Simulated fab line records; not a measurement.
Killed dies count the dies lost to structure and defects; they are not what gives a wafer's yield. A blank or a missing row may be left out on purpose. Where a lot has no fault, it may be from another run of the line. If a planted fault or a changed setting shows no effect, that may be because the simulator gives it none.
Which tool is to blame? || flow nand_harc || Sampling: 24 lots, 72 wafers, 6 of 1159 route steps

WHAT THE GAUGES SHOWED, per wafer
NHARC_P_M2_THK_MEAS_24: measures by xrf.
{"lot": "L074", "measured": "day 5 23:38", "on": "film_metro-01", "thk_nm (nm)": "144.3 144.0 143.8"}
{"lot": "L075", "measured": "day 6 16:37", "on": "film_metro-01", "thk_nm (nm)": "142.7 143.9 141.2"}
{"lot": "L076", "measured": "day 6 17:31", "on": "film_metro-01", "thk_nm (nm)": "145.8 146.9 148.0"}
{"lot": "L078", "measured": "day 7 09:06", "on": "film_metro-02", "thk_nm (nm)": "142.7 145.9 143.5"}
{"lot": "L077", "measured": "day 7 09:46", "on": "film_metro-01", "thk_nm (nm)": "144.5 142.9 142.5"}
{"lot": "L079", "measured": "day 7 15:19", "on": "film_metro-01", "thk_nm (nm)": "146.3 144.7 144.2"}
{"lot": "L081", "measured": "day 7 20:12", "on": "film_metro-01", "thk_nm (nm)": "143.8 145.5 142.9"}
{"lot": "L080", "measured": "day 7 21:05", "on": "film_metro-01", "thk_nm (nm)": "141.6 141.8 142.5"}
{"lot": "L083", "measured": "day 8 11:41", "on": "film_metro-01", "thk_nm (nm)": "144.8 144.7 144.0"}
{"lot": "L082", "measured": "day 8 12:20", "on": "film_metro-01", "thk_nm (nm)": "143.2 143.1 142.7"}
{"lot": "L085", "measured": "day 9 09:28", "on": "film_metro-02", "thk_nm (nm)": "144.3 142.1 145.5"}
{"lot": "L086", "measured": "day 9 19:23", "on": "film_metro-01", "thk_nm (nm)": "144.6 143.2 144.5"}
{"lot": "L087", "measured": "day 9 20:13", "on": "film_metro-02", "thk_nm (nm)": "145.4 144.6 146.3"}
{"lot": "L084", "measured": "day 10 01:55", "on": "film_metro-01", "thk_nm (nm)": "143.7 144.1 146.0"}
{"lot": "L089", "measured": "day 10 08:32", "on": "film_metro-01", "thk_nm (nm)": "142.2 145.4 144.8"}
{"lot": "L088", "measured": "day 10 08:56", "on": "film_metro-02", "thk_nm (nm)": "144.6 142.3 144.3"}
{"lot": "L090", "measured": "day 10 14:14", "on": "film_metro-02", "thk_nm (nm)": "143.5 143.2 141.7"}
{"lot": "L093", "measured": "day 10 21:05", "on": "film_metro-02", "thk_nm (nm)": "143.9 145.4 145.1"}
{"lot": "L094", "measured": "day 10 21:44", "on": "film_metro-02", "thk_nm (nm)": "144.1 142.7 143.0"}
{"lot": "L091", "measured": "day 10 22:32", "on": "film_metro-01", "thk_nm (nm)": "143.8 146.7 143.8"}
{"lot": "L092", "measured": "day 11 06:26", "on": "film_metro-01", "thk_nm (nm)": "142.1 144.8 142.2"}
{"lot": "L096", "measured": "day 11 16:28", "on": "film_metro-02", "thk_nm (nm)": "147.6 146.9 145.3"}
{"lot": "L095", "measured": "day 11 16:53", "on": "film_metro-01", "thk_nm (nm)": "144.4 143.5 143.6"}
{"lot": "L097", "measured": "day 11 20:59", "on": "film_metro-02", "thk_nm (nm)": "145.7 146.9 145.2"}

NHARC_P_BONDPAD_THK_MEAS_20: measures by xrf.
{"lot": "L074", "measured": "day 6 04:11", "on": "film_metro-01", "thk_nm (nm)": "162.1 161.9 162.2"}
{"lot": "L075", "measured": "day 6 21:13", "on": "film_metro-02", "thk_nm (nm)": "160.5 163.5 158.3"}
{"lot": "L076", "measured": "day 6 22:01", "on": "film_metro-01", "thk_nm (nm)": "159.5 160.7 160.3"}
{"lot": "L078", "measured": "day 7 13:34", "on": "film_metro-01", "thk_nm (nm)": "164.1 160.5 161.4"}
{"lot": "L077", "measured": "day 7 14:20", "on": "film_metro-01", "thk_nm (nm)": "162.3 163.7 160.6"}
{"lot": "L079", "measured": "day 7 19:53", "on": "film_metro-02", "thk_nm (nm)": "160.3 162.0 161.7"}
{"lot": "L081", "measured": "day 8 00:44", "on": "film_metro-02", "thk_nm (nm)": "164.0 163.4 160.4"}
{"lot": "L080", "measured": "day 8 01:35", "on": "film_metro-02", "thk_nm (nm)": "162.0 159.4 162.4"}
{"lot": "L083", "measured": "day 8 16:34", "on": "film_metro-01", "thk_nm (nm)": "159.2 160.9 161.2"}
{"lot": "L082", "measured": "day 8 16:52", "on": "film_metro-02", "thk_nm (nm)": "159.4 162.6 158.7"}
{"lot": "L085", "measured": "day 9 14:13", "on": "film_metro-01", "thk_nm (nm)": "159.9 160.0 161.0"}
{"lot": "L086", "measured": "day 9 23:59", "on": "film_metro-01", "thk_nm (nm)": "159.3 161.6 160.4"}
{"lot": "L087", "measured": "day 10 00:37", "on": "film_metro-02", "thk_nm (nm)": "160.1 159.6 159.9"}
{"lot": "L084", "measured": "day 10 06:28", "on": "film_metro-01", "thk_nm (nm)": "162.2 160.4 159.3"}
{"lot": "L089", "measured": "day 10 13:04", "on": "film_metro-02", "thk_nm (nm)": "160.6 159.8 160.3"}
{"lot": "L088", "measured": "day 10 13:37", "on": "film_metro-02", "thk_nm (nm)": "159.6 159.7 162.1"}
{"lot": "L090", "measured": "day 10 18:52", "on": "film_metro-02", "thk_nm (nm)": "159.3 162.0 161.0"}
{"lot": "L093", "measured": "day 11 01:55", "on": "film_metro-01", "thk_nm (nm)": "160.3 159.9 161.3"}
{"lot": "L094", "measured": "day 11 02:47", "on": "film_metro-01", "thk_nm (nm)": "163.0 161.9 161.5"}
{"lot": "L091", "measured": "day 11 03:06", "on": "film_metro-01", "thk_nm (nm)": "161.8 161.7 161.4"}
{"lot": "L092", "measured": "day 11 11:09", "on": "film_metro-02", "thk_nm (nm)": "160.2 161.3 158.6"}
{"lot": "L096", "measured": "day 11 21:20", "on": "film_metro-02", "thk_nm (nm)": "162.7 160.0 160.1"}
{"lot": "L095", "measured": "day 11 21:41", "on": "film_metro-01", "thk_nm (nm)": "160.4 160.4 159.8"}
{"lot": "L097", "measured": "day 12 01:41", "on": "film_metro-02", "thk_nm (nm)": "161.8 159.6 159.9"}

NHARC_A_ONON_D1_THK_MEAS_05: measures by ellipsometry.
{"lot": "L074", "measured": "day 7 05:04", "on": "film_metro-01", "thk_nm (nm)": "1003 1002 1002"}
{"lot": "L075", "measured": "day 7 22:08", "on": "film_metro-02", "thk_nm (nm)": "989 988 990"}
{"lot": "L076", "measured": "day 7 22:06", "on": "film_metro-01", "thk_nm (nm)": "1000 1000 999"}
{"lot": "L078", "measured": "day 8 14:51", "on": "film_metro-01", "thk_nm (nm)": "1009 1010 1009"}
{"lot": "L077", "measured": "day 8 14:51", "on": "film_metro-02", "thk_nm (nm)": "991 993 992"}
{"lot": "L079", "measured": "day 8 23:17", "on": "film_metro-01", "thk_nm (nm)": "978 979 979"}
{"lot": "L081", "measured": "day 9 07:34", "on": "film_metro-02", "thk_nm (nm)": "989 991 990"}
{"lot": "L080", "measured": "day 9 07:33", "on": "film_metro-01", "thk_nm (nm)": "986 985 987"}
{"lot": "L083", "measured": "day 9 18:59", "on": "film_metro-01", "thk_nm (nm)": "1013 1011 1013"}
{"lot": "L082", "measured": "day 9 18:46", "on": "film_metro-01", "thk_nm (nm)": "1007 1006 1007"}
{"lot": "L085", "measured": "day 10 15:59", "on": "film_metro-02", "thk_nm (nm)": "1004 1006 1005"}
{"lot": "L086", "measured": "day 11 00:59", "on": "film_metro-01", "thk_nm (nm)": "1007 1007 1009"}
{"lot": "L087", "measured": "day 11 01:01", "on": "film_metro-01", "thk_nm (nm)": "999 999 1001"}
{"lot": "L084", "measured": "day 11 11:12", "on": "film_metro-01", "thk_nm (nm)": "997 999 998"}
{"lot": "L089", "measured": "day 11 11:13", "on": "film_metro-02", "thk_nm (nm)": "1000 1001 1001"}
{"lot": "L088", "measured": "day 11 11:25", "on": "film_metro-02", "thk_nm (nm)": "985 985 986"}
{"lot": "L090", "measured": "day 11 21:37", "on": "film_metro-02", "thk_nm (nm)": "1006 1007 1007"}
{"lot": "L093", "measured": "day 12 06:11", "on": "film_metro-01", "thk_nm (nm)": "997 996 995"}
{"lot": "L094", "measured": "day 12 06:09", "on": "film_metro-02", "thk_nm (nm)": "997 999 998"}
{"lot": "L091", "measured": "day 12 06:10", "on": "film_metro-02", "thk_nm (nm)": "998 999 999"}
{"lot": "L092", "measured": "day 12 12:41", "on": "film_metro-01", "thk_nm (nm)": "1011 1011 1012"}
{"lot": "L096", "measured": "day 12 22:43", "on": "film_metro-02", "thk_nm (nm)": "1007 1006 1008"}
{"lot": "L095", "measured": "day 12 22:43", "on": "film_metro-01", "thk_nm (nm)": "995 996 996"}
{"lot": "L097", "measured": "day 13 02:28", "on": "film_metro-02", "thk_nm (nm)": "1006 1007 1009"}

NHARC_A_ONON_D1_THK_MEAS_08: measures by ellipsometry.
{"lot": "L074", "measured": "day 7 05:38", "on": "film_metro-01", "thk_nm (nm)": "1002 1004 1002"}
{"lot": "L075", "measured": "day 7 22:41", "on": "film_metro-02", "thk_nm (nm)": "999 1001 1000"}
{"lot": "L076", "measured": "day 7 22:40", "on": "film_metro-02", "thk_nm (nm)": "986 987 989"}
{"lot": "L078", "measured": "day 8 15:25", "on": "film_metro-01", "thk_nm (nm)": "992 992 992"}
{"lot": "L077", "measured": "day 8 15:25", "on": "film_metro-02", "thk_nm (nm)": "994 995 994"}
{"lot": "L079", "measured": "day 8 23:51", "on": "film_metro-02", "thk_nm (nm)": "995 996 995"}
{"lot": "L081", "measured": "day 9 08:29", "on": "film_metro-02", "thk_nm (nm)": "988 987 988"}
{"lot": "L080", "measured": "day 9 08:07", "on": "film_metro-01", "thk_nm (nm)": "1002 1002 1003"}
{"lot": "L083", "measured": "day 9 19:33", "on": "film_metro-02", "thk_nm (nm)": "992 989 988"}
{"lot": "L082", "measured": "day 9 19:20", "on": "film_metro-02", "thk_nm (nm)": "994 995 993"}
{"lot": "L085", "measured": "day 10 16:33", "on": "film_metro-02", "thk_nm (nm)": "998 998 996"}
{"lot": "L086", "measured": "day 11 01:32", "on": "film_metro-02", "thk_nm (nm)": "1007 1008 1008"}
{"lot": "L087", "measured": "day 11 01:41", "on": "film_metro-02", "thk_nm (nm)": "1004 1003 1003"}
{"lot": "L084", "measured": "day 11 11:47", "on": "film_metro-01", "thk_nm (nm)": "994 993 995"}
{"lot": "L089", "measured": "day 11 11:55", "on": "film_metro-02", "thk_nm (nm)": "1000 999 998"}
{"lot": "L088", "measured": "day 11 11:59", "on": "film_metro-01", "thk_nm (nm)": "986 985 985"}
{"lot": "L090", "measured": "day 11 22:11", "on": "film_metro-02", "thk_nm (nm)": "1006 1006 1007"}
{"lot": "L093", "measured": "day 12 06:52", "on": "film_metro-02", "thk_nm (nm)": "1017 1016 1016"}
{"lot": "L094", "measured": "day 12 06:43", "on": "film_metro-02", "thk_nm (nm)": "1007 1008 1009"}
{"lot": "L091", "measured": "day 12 06:44", "on": "film_metro-01", "thk_nm (nm)": "1020 1020 1021"}
{"lot": "L092", "measured": "day 12 13:15", "on": "film_metro-02", "thk_nm (nm)": "1007 1006 1006"}
{"lot": "L096", "measured": "day 12 23:17", "on": "film_metro-02", "thk_nm (nm)": "1013 1013 1013"}
{"lot": "L095", "measured": "day 12 23:17", "on": "film_metro-01", "thk_nm (nm)": "984 982 984"}
{"lot": "L097", "measured": "day 13 03:02", "on": "film_metro-01", "thk_nm (nm)": "1002 1001 1002"}

WHAT TOOL EACH LOT RAN ON (gives the tool, then ch and the chambers of the sampled wafers, and finally the start)
{"lot": "L074", "NHARC_P_BONDPAD_STRIP_15": "rie_diel-05 ch 0,2,3, day 6 02:14", "NHARC_A_ZERO_WELL_RTA_16": "rtp_anneal-01 ch 0, day 6 07:18"}
{"lot": "L075", "NHARC_P_BONDPAD_STRIP_15": "rie_diel-04 ch 1,2,3, day 6 19:14", "NHARC_A_ZERO_WELL_RTA_16": "rtp_anneal-02 ch 0, day 6 23:58"}
{"lot": "L076", "NHARC_P_BONDPAD_STRIP_15": "rie_diel-04 ch 1,2, day 6 20:01", "NHARC_A_ZERO_WELL_RTA_16": "rtp_anneal-01 ch 0, day 7 00:56"}
{"lot": "L078", "NHARC_P_BONDPAD_STRIP_15": "rie_diel-12 ch 2,3, day 7 11:32", "NHARC_A_ZERO_WELL_RTA_16": "rtp_anneal-01 ch 0, day 7 16:26"}
{"lot": "L077", "NHARC_P_BONDPAD_STRIP_15": "rie_diel-05 ch 2,3, day 7 12:20", "NHARC_A_ZERO_WELL_RTA_16": "rtp_anneal-02 ch 0, day 7 17:12"}
{"lot": "L079", "NHARC_P_BONDPAD_STRIP_15": "rie_diel-05 ch 0,1,3, day 7 17:55", "NHARC_A_ZERO_WELL_RTA_16": "rtp_anneal-02 ch 0, day 7 22:44"}
{"lot": "L081", "NHARC_P_BONDPAD_STRIP_15": "rie_diel-12 ch 2,3, day 7 22:45", "NHARC_A_ZERO_WELL_RTA_16": "rtp_anneal-02 ch 0, day 8 10:08"}
{"lot": "L080", "NHARC_P_BONDPAD_STRIP_15": "rie_diel-12 ch 1,2,3, day 7 23:40", "NHARC_A_ZERO_WELL_RTA_16": "rtp_anneal-02 ch 0, day 8 10:25"}
{"lot": "L083", "NHARC_P_BONDPAD_STRIP_15": "rie_diel-05 ch 0,3, day 8 14:27", "NHARC_A_ZERO_WELL_RTA_16": "rtp_anneal-01 ch 0, day 8 19:23"}
{"lot": "L082", "NHARC_P_BONDPAD_STRIP_15": "rie_diel-12 ch 1,3, day 8 14:55", "NHARC_A_ZERO_WELL_RTA_16": "rtp_anneal-02 ch 0, day 8 20:01"}
{"lot": "L085", "NHARC_P_BONDPAD_STRIP_15": "rie_diel-04 ch 0,1,3, day 9 12:15", "NHARC_A_ZERO_WELL_RTA_16": "rtp_anneal-01 ch 0, day 9 16:58"}
{"lot": "L086", "NHARC_P_BONDPAD_STRIP_15": "rie_diel-04 ch 1,2, day 9 21:58", "NHARC_A_ZERO_WELL_RTA_16": "rtp_anneal-02 ch 0, day 10 02:46"}
{"lot": "L087", "NHARC_P_BONDPAD_STRIP_15": "rie_diel-05 ch 0,3, day 9 22:38", "NHARC_A_ZERO_WELL_RTA_16": "rtp_anneal-01 ch 0, day 10 03:34"}
{"lot": "L084", "NHARC_P_BONDPAD_STRIP_15": "rie_diel-04 ch 1,2,3, day 10 04:28", "NHARC_A_ZERO_WELL_RTA_16": "rtp_anneal-01 ch 0, day 10 09:22"}
{"lot": "L089", "NHARC_P_BONDPAD_STRIP_15": "rie_diel-12 ch 0,1,3, day 10 11:04", "NHARC_A_ZERO_WELL_RTA_16": "rtp_anneal-02 ch 0, day 10 15:50"}
{"lot": "L088", "NHARC_P_BONDPAD_STRIP_15": "rie_diel-12 ch 0,1, day 10 11:32", "NHARC_A_ZERO_WELL_RTA_16": "rtp_anneal-02 ch 0, day 10 16:21"}
{"lot": "L090", "NHARC_P_BONDPAD_STRIP_15": "rie_diel-12 ch 0,2,3, day 10 16:48", "NHARC_A_ZERO_WELL_RTA_16": "rtp_anneal-02 ch 0, day 10 21:31"}
{"lot": "L093", "NHARC_P_BONDPAD_STRIP_15": "rie_diel-05 ch 0,1, day 10 23:52", "NHARC_A_ZERO_WELL_RTA_16": "rtp_anneal-02 ch 0, day 11 04:47"}
{"lot": "L094", "NHARC_P_BONDPAD_STRIP_15": "rie_diel-05 ch 0,2,3, day 11 00:28", "NHARC_A_ZERO_WELL_RTA_16": "rtp_anneal-01 ch 0, day 11 05:40"}
{"lot": "L091", "NHARC_P_BONDPAD_STRIP_15": "rie_diel-05 ch 0,2,3, day 11 01:10", "NHARC_A_ZERO_WELL_RTA_16": "rtp_anneal-01 ch 0, day 11 06:02"}
{"lot": "L092", "NHARC_P_BONDPAD_STRIP_15": "rie_diel-05 ch 0,1, day 11 09:04", "NHARC_A_ZERO_WELL_RTA_16": "rtp_anneal-01 ch 0, day 11 14:01"}
{"lot": "L096", "NHARC_P_BONDPAD_STRIP_15": "rie_diel-12 ch 0,1,2, day 11 19:17", "NHARC_A_ZERO_WELL_RTA_16": "rtp_anneal-02 ch 0, day 12 00:10"}
{"lot": "L095", "NHARC_P_BONDPAD_STRIP_15": "rie_diel-05 ch 1,2, day 11 19:42", "NHARC_A_ZERO_WELL_RTA_16": "rtp_anneal-02 ch 0, day 12 00:29"}
{"lot": "L097", "NHARC_P_BONDPAD_STRIP_15": "rie_diel-05 ch 0,2, day 11 23:42", "NHARC_A_ZERO_WELL_RTA_16": "rtp_anneal-01 ch 0, day 12 04:35"}
- NHARC_P_BONDPAD_STRIP_15: strips in O2.
- NHARC_A_ZERO_WELL_RTA_16: time 10 s.

WHAT THE TOOLS THEMSELVES READ (means of the sampled wafers that have a number; where no wafer has one, the mark that the record gives instead)
NHARC_P_BONDPAD_STRIP_15.
{"lot": "L074", "tool": "rie_diel-05", "drypump_motor_current_A (A)": 6.1, "oes_product_au (a.u.)": 0.993, "rf_vpp_V (V)": 58.4, "showerhead_plenum_p_Torr (Torr)": 3.56, "throttle_valve_pct (%)": 17.033}
{"lot": "L075", "tool": "rie_diel-04", "drypump_motor_current_A (A)": 5.7, "oes_product_au (a.u.)": 1.001, "rf_vpp_V (V)": 57.9, "showerhead_plenum_p_Torr (Torr)": 3.53, "throttle_valve_pct (%)": 17.040}
{"lot": "L076", "tool": "rie_diel-04", "drypump_motor_current_A (A)": 5.9, "oes_product_au (a.u.)": 1.007, "rf_vpp_V (V)": 56.8, "showerhead_plenum_p_Torr (Torr)": 3.46, "throttle_valve_pct (%)": 17.036}
{"lot": "L078", "tool": "rie_diel-12", "drypump_motor_current_A (A)": 5.8, "oes_product_au (a.u.)": 0.991, "rf_vpp_V (V)": 59.1, "showerhead_plenum_p_Torr (Torr)": 3.59, "throttle_valve_pct (%)": 17.039}
{"lot": "L077", "tool": "rie_diel-05", "drypump_motor_current_A (A)": 6.3, "oes_product_au (a.u.)": 1.006, "rf_vpp_V (V)": 58.0, "showerhead_plenum_p_Torr (Torr)": 3.62, "throttle_valve_pct (%)": 17.028}
{"lot": "L079", "tool": "rie_diel-05", "drypump_motor_current_A (A)": 6.1, "oes_product_au (a.u.)": 1.007, "rf_vpp_V (V)": 57.3, "showerhead_plenum_p_Torr (Torr)": 3.48, "throttle_valve_pct (%)": 17.037}
{"lot": "L081", "tool": "rie_diel-12", "drypump_motor_current_A (A)": 5.9, "oes_product_au (a.u.)": 1.003, "rf_vpp_V (V)": 57.7, "showerhead_plenum_p_Torr (Torr)": 3.64, "throttle_valve_pct (%)": 17.033}
{"lot": "L080", "tool": "rie_diel-12", "drypump_motor_current_A (A)": 5.6, "oes_product_au (a.u.)": 1.000, "rf_vpp_V (V)": 57.6, "showerhead_plenum_p_Torr (Torr)": 3.54, "throttle_valve_pct (%)": 17.032}
{"lot": "L083", "tool": "rie_diel-05", "drypump_motor_current_A (A)": 6.2, "oes_product_au (a.u.)": 1.002, "rf_vpp_V (V)": 56.9, "showerhead_plenum_p_Torr (Torr)": 3.59, "throttle_valve_pct (%)": 17.041}
{"lot": "L082", "tool": "rie_diel-12", "drypump_motor_current_A (A)": 5.6, "oes_product_au (a.u.)": 0.996, "rf_vpp_V (V)": 58.5, "showerhead_plenum_p_Torr (Torr)": 3.58, "throttle_valve_pct (%)": 17.036}
{"lot": "L085", "tool": "rie_diel-04", "drypump_motor_current_A (A)": 5.5, "oes_product_au (a.u.)": 0.999, "rf_vpp_V (V)": 57.5, "showerhead_plenum_p_Torr (Torr)": 3.48, "throttle_valve_pct (%)": 17.042}
{"lot": "L086", "tool": "rie_diel-04", "drypump_motor_current_A (A)": 5.9, "oes_product_au (a.u.)": 0.994, "rf_vpp_V (V)": 57.2, "showerhead_plenum_p_Torr (Torr)": 3.45, "throttle_valve_pct (%)": 17.037}
{"lot": "L087", "tool": "rie_diel-05", "drypump_motor_current_A (A)": 6.2, "oes_product_au (a.u.)": 1.001, "rf_vpp_V (V)": 58.7, "showerhead_plenum_p_Torr (Torr)": 3.59, "throttle_valve_pct (%)": 17.040}
{"lot": "L084", "tool": "rie_diel-04", "drypump_motor_current_A (A)": 5.7, "oes_product_au (a.u.)": 0.999, "rf_vpp_V (V)": 57.4, "showerhead_plenum_p_Torr (Torr)": 3.51, "throttle_valve_pct (%)": 17.038}
{"lot": "L089", "tool": "rie_diel-12", "drypump_motor_current_A (A)": 5.6, "oes_product_au (a.u.)": 0.993, "rf_vpp_V (V)": 57.8, "showerhead_plenum_p_Torr (Torr)": 3.52, "throttle_valve_pct (%)": 17.037}
{"lot": "L088", "tool": "rie_diel-12", "drypump_motor_current_A (A)": 5.3, "oes_product_au (a.u.)": 0.997, "rf_vpp_V (V)": 57.4, "showerhead_plenum_p_Torr (Torr)": 3.42, "throttle_valve_pct (%)": 17.041}
{"lot": "L090", "tool": "rie_diel-12", "drypump_motor_current_A (A)": 5.8, "oes_product_au (a.u.)": 0.995, "rf_vpp_V (V)": 57.8, "showerhead_plenum_p_Torr (Torr)": 3.58, "throttle_valve_pct (%)": 17.023}
{"lot": "L093", "tool": "rie_diel-05", "drypump_motor_current_A (A)": 5.9, "oes_product_au (a.u.)": 0.995, "rf_vpp_V (V)": 57.4, "showerhead_plenum_p_Torr (Torr)": 3.36, "throttle_valve_pct (%)": 17.019}
{"lot": "L094", "tool": "rie_diel-05", "drypump_motor_current_A (A)": 6.1, "oes_product_au (a.u.)": 1.005, "rf_vpp_V (V)": 57.6, "showerhead_plenum_p_Torr (Torr)": 3.56, "throttle_valve_pct (%)": 17.035}
{"lot": "L091", "tool": "rie_diel-05", "drypump_motor_current_A (A)": 6.1, "oes_product_au (a.u.)": 0.987, "rf_vpp_V (V)": 57.9, "showerhead_plenum_p_Torr (Torr)": 3.56, "throttle_valve_pct (%)": 17.039}
{"lot": "L092", "tool": "rie_diel-05", "drypump_motor_current_A (A)": 5.9, "oes_product_au (a.u.)": 1.001, "rf_vpp_V (V)": 57.6, "showerhead_plenum_p_Torr (Torr)": 3.36, "throttle_valve_pct (%)": 17.043}
{"lot": "L096", "tool": "rie_diel-12", "drypump_motor_current_A (A)": 5.5, "oes_product_au (a.u.)": 0.992, "rf_vpp_V (V)": 58.0, "showerhead_plenum_p_Torr (Torr)": 3.48, "throttle_valve_pct (%)": 17.049}
{"lot": "L095", "tool": "rie_diel-05", "drypump_motor_current_A (A)": 6.1, "oes_product_au (a.u.)": 1.001, "rf_vpp_V (V)": 57.6, "showerhead_plenum_p_Torr (Torr)": 3.39, "throttle_valve_pct (%)": 17.042}
{"lot": "L097", "tool": "rie_diel-05", "drypump_motor_current_A (A)": 5.9, "oes_product_au (a.u.)": 1.001, "rf_vpp_V (V)": 58.7, "showerhead_plenum_p_Torr (Torr)": 3.49, "throttle_valve_pct (%)": 17.034}

NHARC_A_ZERO_WELL_RTA_16.
{"lot": "L074", "tool": "rtp_anneal-01", "lamp_power_pct (%)": 29.6, "wafer_temp_C_max": 1003.9}
{"lot": "L075", "tool": "rtp_anneal-02", "lamp_power_pct (%)": 26.7, "wafer_temp_C_max": 1007.1}
{"lot": "L076", "tool": "rtp_anneal-01", "lamp_power_pct (%)": 29.6, "wafer_temp_C_max": 1003.6}
{"lot": "L078", "tool": "rtp_anneal-01", "lamp_power_pct (%)": 29.6, "wafer_temp_C_max": 1004.9}
{"lot": "L077", "tool": "rtp_anneal-02", "lamp_power_pct (%)": 26.7, "wafer_temp_C_max": 1006.4}
{"lot": "L079", "tool": "rtp_anneal-02", "lamp_power_pct (%)": 26.7, "wafer_temp_C_max": 1006.3}
{"lot": "L081", "tool": "rtp_anneal-02", "lamp_power_pct (%)": 26.7, "wafer_temp_C_max": 1008.5}
{"lot": "L080", "tool": "rtp_anneal-02", "lamp_power_pct (%)": 26.7, "wafer_temp_C_max": 1007.1}
{"lot": "L083", "tool": "rtp_anneal-01", "lamp_power_pct (%)": 29.6, "wafer_temp_C_max": 1004.1}
{"lot": "L082", "tool": "rtp_anneal-02", "lamp_power_pct (%)": 26.7, "wafer_temp_C_max": 1006.4}
{"lot": "L085", "tool": "rtp_anneal-01", "lamp_power_pct (%)": 29.6, "wafer_temp_C_max": 1003.9}
{"lot": "L086", "tool": "rtp_anneal-02", "lamp_power_pct (%)": 26.7, "wafer_temp_C_max": 1007.2}
{"lot": "L087", "tool": "rtp_anneal-01", "lamp_power_pct (%)": 29.5, "wafer_temp_C_max": 1004.1}
{"lot": "L084", "tool": "rtp_anneal-01", "lamp_power_pct (%)": 29.6, "wafer_temp_C_max": 1004.1}
{"lot": "L089", "tool": "rtp_anneal-02", "lamp_power_pct (%)": 26.7, "wafer_temp_C_max": 1007.4}
{"lot": "L088", "tool": "rtp_anneal-02", "lamp_power_pct (%)": 26.7, "wafer_temp_C_max": 1007.9}
{"lot": "L090", "tool": "rtp_anneal-02", "lamp_power_pct (%)": 26.7, "wafer_temp_C_max": 1006.2}
{"lot": "L093", "tool": "rtp_anneal-02", "lamp_power_pct (%)": 26.7, "wafer_temp_C_max": 1007.2}
{"lot": "L094", "tool": "rtp_anneal-01", "lamp_power_pct (%)": 29.6, "wafer_temp_C_max": 1003.3}
{"lot": "L091", "tool": "rtp_anneal-01", "lamp_power_pct (%)": 29.6, "wafer_temp_C_max": 1004.3}
{"lot": "L092", "tool": "rtp_anneal-01", "lamp_power_pct (%)": 29.6, "wafer_temp_C_max": 1004.5}
{"lot": "L096", "tool": "rtp_anneal-02", "lamp_power_pct (%)": 26.7, "wafer_temp_C_max": 1006.9}
{"lot": "L095", "tool": "rtp_anneal-02", "lamp_power_pct (%)": 26.7, "wafer_temp_C_max": 1006.8}
{"lot": "L097", "tool": "rtp_anneal-01", "lamp_power_pct (%)": 29.6, "wafer_temp_C_max": 1004.6}

THE ANSWER, worked out from the rows above alone
Rule: what is usual is taken from the lots themselves. Put in order of their means at a reading, lots are off if they are a third of the lots or fewer, leave a main group of 4 or more, and stand apart from it by a gap of 3 or more times the standard deviation of the main group's means; of several such gaps the widest counts. The tables above print the reading to a certain number of digits; a main group whose means all agree to those digits is not used. A lot without any number at a reading at which 4 lots or more have one is off too. Where the step has rows for the other lots, those lots are counted as sound. The gauges are gone through in route order, then the tools' own readings, and for those a lot's mean is taken as printed above. The first step at which some lot is off is used, and at that step the reading that is off furthest; a lot without a number counts as furthest.
Nothing can be told from this: no lot is off at any reading shown.

WHAT THE SIMULATOR HAD PUT IN
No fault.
